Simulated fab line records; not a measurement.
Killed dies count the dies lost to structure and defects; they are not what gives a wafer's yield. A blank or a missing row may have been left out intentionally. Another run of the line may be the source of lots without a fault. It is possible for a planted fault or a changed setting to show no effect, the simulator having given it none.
Which tool is to blame?    flow n5Finfet    24 lots with 72 wafers sampled at 6 steps, on a route of 1938 steps

WHAT THE GAUGES SHOWED, per wafer
N5_BEOL_M15_THK_MEAS_50: measures by xrf.
lot   measured      on            M15_THK (nm)
L074  day 11 10:31  filmMetro-01  835 853 863
L075  day 11 11:55  filmMetro-02  864 818 866
L077  day 12 02:52  filmMetro-02  886 870 865
L076  day 12 11:25  filmMetro-02  873 887 884
L079  day 12 11:37  filmMetro-01  861 853 805
L078  day 12 14:53  filmMetro-02  870 876 864
L080  day 13 02:20  filmMetro-01  869 867 874
L083  day 13 09:38  filmMetro-01  871 850 862
L081  day 13 13:51  filmMetro-02  859 811 808
L082  day 14 01:58  filmMetro-01  861 864 868
L084  day 14 15:15  filmMetro-02  862 883 864
L085  day 14 16:17  filmMetro-01  856 812 870
L086  day 15 00:46  filmMetro-02  799 858 847
L089  day 15 07:31  filmMetro-02  803 855 863
L087  day 15 07:54  filmMetro-02  840 878 839
L088  day 15 13:31  filmMetro-02  797 790 858
L090  day 16 01:22  filmMetro-02  856 873 835
L091  day 16 14:39  filmMetro-02  861 851 858
L094  day 16 19:05  filmMetro-02  805 867 808
L095  day 17 00:17  filmMetro-02  862 844 865
L092  day 17 11:39  filmMetro-02  869 846 792
L093  day 17 19:32  filmMetro-01  857 862 853
L096  day 18 00:50  filmMetro-01  827 876 872
L097  day 18 11:37  filmMetro-02  876 870 859

N5_BEOL_M15_INSPECT_55: inspects for defects (darkfield).
lot   measured      on                rawDefectCount
L074  day 11 10:40  defectInspect-01  54 75 82
L075  day 11 12:05  defectInspect-02  55 55 149
L077  day 12 03:02  defectInspect-02  55 104 48
L076  day 12 11:35  defectInspect-02  85 72 80
L079  day 12 11:46  defectInspect-01  28 50 70
L078  day 12 15:04  defectInspect-01  120 92 46
L080  day 13 02:29  defectInspect-01  55 65 89
L083  day 13 09:47  defectInspect-02  66 45 58
L081  day 13 14:01  defectInspect-01  48 55 51
L082  day 14 02:08  defectInspect-02  52 72 47
L084  day 14 15:25  defectInspect-01  61 102 95
L085  day 14 16:28  defectInspect-01  95 56 96
L086  day 15 00:55  defectInspect-02  34 25 52
L089  day 15 07:40  defectInspect-02  73 50 59
L087  day 15 08:04  defectInspect-01  57 31 76
L088  day 15 13:40  defectInspect-01  79 75 96
L090  day 16 01:35  defectInspect-01  57 101 71
L091  day 16 14:49  defectInspect-01  90 81 90
L094  day 16 19:14  defectInspect-01  52 32 45
L095  day 17 00:27  defectInspect-02  107 125 68
L092  day 17 11:49  defectInspect-01  67 57 51
L093  day 17 19:42  defectInspect-01  73 48 92
L096  day 18 00:59  defectInspect-02  56 76 96
L097  day 18 11:46  defectInspect-02  67 50 27

EACH LOT AND THE TOOL THAT RAN IT (in order: tool; ch and the chambers of the sampled wafers; start)
lot   N5_BEOL_M14_SPUTTER_44       N5_BEOL_M14_CMP_49             N5_BEOL_M15_ETCH_59                N5_BEOL_M15_DEP_53
L074  pvdSputter-03, day 11 02:59  cmp-04 ch 0,1,2, day 11 03:40  rieDiel-06 ch 1,2,3, day 11 05:14  pecvd-03 ch 0,1,2, day 11 10:35
L075  pvdSputter-03, day 11 05:31  cmp-04 ch 1,2, day 11 06:13    rieDiel-06 ch 1,3, day 11 07:41    pecvd-02 ch 1,2, day 11 11:59
L077  pvdSputter-01, day 11 20:26  cmp-02 ch 1,2,3, day 11 21:13  rieDiel-04 ch 1,2,3, day 11 22:19  pecvd-02 ch 0,1,2, day 12 02:57
L076  pvdSputter-03, day 11 23:30  cmp-04 ch 0,3, day 12 00:11    rieDiel-04 ch 1,3, day 12 01:22    pecvd-03 ch 0,2, day 12 11:29
L079  pvdSputter-02, day 11 23:34  cmp-01 ch 0,1,2, day 12 00:19  rieDiel-06 ch 1,2,3, day 12 01:47  pecvd-04 ch 0,1,2, day 12 11:41
L078  pvdSputter-01, day 12 07:28  cmp-04 ch 0,2,3, day 12 08:10  rieDiel-06 ch 0,1,2, day 12 09:19  pecvd-04 ch 0,1,2, day 12 14:58
L080  pvdSputter-02, day 12 17:32  cmp-01 ch 0,2,3, day 12 18:18  rieDiel-06 ch 0,1,3, day 12 19:39  pecvd-02 ch 0,1, day 13 02:24
L083  pvdSputter-03, day 13 01:25  cmp-02 ch 0,2,3, day 13 02:29  rieDiel-06 ch 1,2,3, day 13 03:59  pecvd-03 ch 0,1,2, day 13 09:42
L081  pvdSputter-02, day 13 07:37  cmp-04 ch 0,2, day 13 08:20    rieDiel-04 ch 0,1,2, day 13 09:35  pecvd-04 ch 0,1, day 13 13:55
L082  pvdSputter-01, day 13 18:46  cmp-01 ch 1,2, day 13 19:27    rieDiel-06 ch 0,1,3, day 13 20:44  pecvd-03 ch 0,1,2, day 14 02:02
L084  pvdSputter-02, day 14 08:52  cmp-02 ch 0,1,2, day 14 09:35  rieDiel-03 ch 0,2,3, day 14 10:44  pecvd-04 ch 0,1,2, day 14 15:19
L085  pvdSputter-02, day 14 10:04  cmp-01 ch 0,2,3, day 14 10:47  rieDiel-03 ch 1,2,3, day 14 11:55  pecvd-04 ch 1,2, day 14 16:22
L086  pvdSputter-03, day 14 19:02  cmp-04 ch 0,1,2, day 14 19:46  rieDiel-03 ch 0,3, day 14 20:59    pecvd-04 ch 0,1,2, day 15 00:50
L089  pvdSputter-03, day 15 00:04  cmp-04 ch 0,1,3, day 15 00:46  rieDiel-03 ch 0,1, day 15 01:58    pecvd-03 ch 0,1,2, day 15 07:35
L087  pvdSputter-02, day 15 01:23  cmp-04 ch 0,2,3, day 15 02:36  rieDiel-04 ch 0,1,2, day 15 03:56  pecvd-02 ch 0,1,2, day 15 07:58
L088  pvdSputter-01, day 15 06:31  cmp-01 ch 1,2,3, day 15 07:28  rieDiel-04 ch 1,2, day 15 08:33    pecvd-04 ch 1,2, day 15 13:34
L090  pvdSputter-02, day 15 16:30  cmp-02 ch 0,2,3, day 15 17:11  rieDiel-03 ch 0,1,2, day 15 18:32  pecvd-02 ch 0,1,2, day 16 01:26
L091  pvdSputter-03, day 16 05:35  cmp-01 ch 0,2,3, day 16 06:34  rieDiel-04 ch 2,3, day 16 08:02    pecvd-02 ch 0,2, day 16 14:43
L094  pvdSputter-03, day 16 12:01  cmp-02 ch 0,1,2, day 16 12:44  rieDiel-04 ch 0,1,3, day 16 13:52  pecvd-02 ch 0,1,2, day 16 19:09
L095  pvdSputter-03, day 16 18:26  cmp-01 ch 1,3, day 16 19:07    rieDiel-06 ch 1,2,3, day 16 20:25  pecvd-03 ch 1,2, day 17 00:21
L092  pvdSputter-01, day 17 04:52  cmp-02 ch 0,1,3, day 17 05:34  rieDiel-06 ch 0,1,3, day 17 06:52  pecvd-03 ch 0,2, day 17 11:43
L093  pvdSputter-02, day 17 09:07  cmp-02 ch 0,1,2, day 17 09:50  rieDiel-06 ch 1,2, day 17 10:57    pecvd-03 ch 1,2, day 17 19:36
L096  pvdSputter-01, day 17 18:55  cmp-02 ch 0,1,3, day 17 19:58  rieDiel-03 ch 0,2,3, day 17 21:15  pecvd-03 ch 0,1,2, day 18 00:53
L097  pvdSputter-01, day 18 06:10  cmp-02 ch 1,2,3, day 18 06:58  rieDiel-04 ch 0,3, day 18 08:08    pecvd-02 ch 0,2, day 18 11:41
- N5_BEOL_M14_SPUTTER_44: material Ta, target thk 15 nm, time 24.19 s.
- N5_BEOL_M14_CMP_49: polishes, stops on SiO2, t overpolish 5.2 s, target thk 560 nm.
- N5_BEOL_M15_ETCH_59: etches BARC in N2/H2, target depth 89 nm, overetch 26.7 nm, time 67.9 s.
- N5_BEOL_M15_DEP_53: deposits SiCN from 3MS/NH3, target thk 50 nm, time 17.8 s.

AS READ BY THE TOOLS THEMSELVES (means over the sampled wafers that have a number; for cases with no such wafer, the mark the record gives instead)
N5_BEOL_M14_SPUTTER_44.
lot   tool           throttleValvePct (%)
L074  pvdSputter-03  29.8
L075  pvdSputter-03  30.0
L077  pvdSputter-01  29.6
L076  pvdSputter-03  29.9
L079  pvdSputter-02  30.0
L078  pvdSputter-01  30.1
L080  pvdSputter-02  28.6
L083  pvdSputter-03  30.1
L081  pvdSputter-02  29.3
L082  pvdSputter-01  29.1
L084  pvdSputter-02  28.5
L085  pvdSputter-02  29.2
L086  pvdSputter-03  29.5
L089  pvdSputter-03  29.9
L087  pvdSputter-02  29.3
L088  pvdSputter-01  29.8
L090  pvdSputter-02  29.2
L091  pvdSputter-03  30.2
L094  pvdSputter-03  29.9
L095  pvdSputter-03  30.3
L092  pvdSputter-01  30.1
L093  pvdSputter-02  29.4
L096  pvdSputter-01  30.4
L097  pvdSputter-01  29.8

N5_BEOL_M14_CMP_49.
lot   tool    barrierFieldEndpointS (s)  motorCurrentA (A)  overpolishRunS (s)  slurryFlowMlMin  timeToEndpointS (s)
L074  cmp-04  11.1                       7.7                5.194               150.5            118
L075  cmp-04  11.3                       7.5                5.195               149.8            122
L077  cmp-02  11.4                       8.2                5.214               150.6            119
L076  cmp-04  11.0                       8.0                5.211               149.9            117
L079  cmp-01  11.7                       7.3                5.201               150.2            130
L078  cmp-04  11.7                       7.4                5.211               150.1            126
L080  cmp-01  11.7                       8.4                5.200               149.4            130
L083  cmp-02  11.3                       7.9                5.202               150.2            121
L081  cmp-04  11.4                       7.1                5.195               149.5            119
L082  cmp-01  11.5                       7.6                5.204               150.0            124
L084  cmp-02  11.1                       8.3                5.198               150.0            121
L085  cmp-01  11.6                       8.1                5.191               149.8            125
L086  cmp-04  11.3                       7.5                5.204               149.8            114
L089  cmp-04  11.1                       8.4                5.201               150.5            118
L087  cmp-04  11.3                       7.7                5.205               149.8            120
L088  cmp-01  11.6                       8.1                5.203               149.6            123
L090  cmp-02  11.1                       8.0                5.204               150.2            120
L091  cmp-01  11.3                       8.3                5.210               150.2            124
L094  cmp-02  11.2                       8.4                5.194               150.5            118
L095  cmp-01  11.2                       7.4                5.207               150.2            121
L092  cmp-02  11.0                       8.2                5.198               150.1            112
L093  cmp-02  11.1                       8.4                5.199               150.0            117
L096  cmp-02  11.1                       8.3                5.205               150.3            122
L097  cmp-02  11.5                       8.1                5.200               150.4            122

N5_BEOL_M15_ETCH_59.
lot   tool        drypumpMotorCurrentA (A)  oesProductAu (a.u.)  rfVppV (V)  showerheadPlenumPTorr (Torr)  throttleValvePct (%)
L074  rieDiel-06  6.1                       0.73                 524         2.50                          17.79
L075  rieDiel-06  6.1                       0.70                 521         2.46                          17.92
L077  rieDiel-04  5.9                       0.68                 524         2.51                          17.61
L076  rieDiel-04  5.8                       0.64                 522         2.42                          17.59
L079  rieDiel-06  6.0                       0.71                 524         2.50                          17.80
L078  rieDiel-06  5.9                       0.77                 525         2.59                          17.72
L080  rieDiel-06  5.9                       0.72                 523         2.53                          17.78
L083  rieDiel-06  6.0                       0.71                 522         2.50                          17.82
L081  rieDiel-04  5.9                       0.67                 523         2.53                          17.68
L082  rieDiel-06  5.9                       0.71                 524         2.53                          17.79
L084  rieDiel-03  6.0                       0.73                 525         2.58                          17.57
L085  rieDiel-03  5.9                       0.71                 523         2.52                          17.60
L086  rieDiel-03  5.7                       0.71                 526         2.61                          17.89
L089  rieDiel-03  5.7                       0.63                 521         2.45                          18.19
L087  rieDiel-04  5.9                       0.66                 524         2.53                          17.69
L088  rieDiel-04  6.2                       0.65                 525         2.59                          17.69
L090  rieDiel-03  6.0                       0.67                 523         2.47                          17.87
L091  rieDiel-04  5.8                       0.66                 520         2.41                          17.66
L094  rieDiel-04  5.7                       0.61                 521         2.43                          17.67
L095  rieDiel-06  6.0                       0.68                 522         2.49                          17.86
L092  rieDiel-06  5.9                       0.69                 524         2.52                          17.83
L093  rieDiel-06  6.1                       0.70                 523         2.51                          17.92
L096  rieDiel-03  6.0                       0.70                 525         2.56                          17.64
L097  rieDiel-04  5.5                       0.61                 519         2.37                          17.69

N5_BEOL_M15_DEP_53.
lot   tool      showerheadPlenumPTorr (Torr)  throttleValvePct (%)
L074  pecvd-03  4.15                          18.0
L075  pecvd-02  4.14                          18.4
L077  pecvd-02  4.17                          18.7
L076  pecvd-03  4.14                          17.8
L079  pecvd-04  4.20                          17.9
L078  pecvd-04  4.20                          17.8
L080  pecvd-02  4.19                          18.7
L083  pecvd-03  4.16                          18.1
L081  pecvd-04  4.18                          17.9
L082  pecvd-03  4.15                          18.0
L084  pecvd-04  4.20                          17.9
L085  pecvd-04  4.21                          17.8
L086  pecvd-04  4.19                          17.8
L089  pecvd-03  4.15                          18.2
L087  pecvd-02  4.17                          18.7
L088  pecvd-04  4.19                          17.9
L090  pecvd-02  4.16                          18.6
L091  pecvd-02  4.15                          18.5
L094  pecvd-02  4.16                          18.7
L095  pecvd-03  4.17                          17.9
L092  pecvd-03  4.15                          17.9
L093  pecvd-03  4.17                          18.4
L096  pecvd-03  4.15                          18.1
L097  pecvd-02  4.14                          18.8

THE ANSWER, worked out from the rows above alone
Rule: what is usual is taken from the lots themselves. The widest of any qualifying gaps counts: lots, ordered by their means at a reading, are off when they make up no more than a third of the lots, leave a main group of 4 or more, and stand apart from it by 3 or more times the standard deviation of that group's means. A main group whose means are all the same, to the digits that the tables above print for the reading, isn't used. Also off: a lot with no number at a reading for which 4 or more lots have one. Where the step has rows for the other lots, those lots are counted as sound. Order of review: gauges by route order, followed by the tools' own readings, for which a lot's mean as printed above is used. At the first step where some lot is off, the reading lying furthest off is the one used; lots without a number count as furthest.
None of the lots is off at any reading shown; this tells nothing.

WHAT WAS PUT IN BY THE SIMULATOR
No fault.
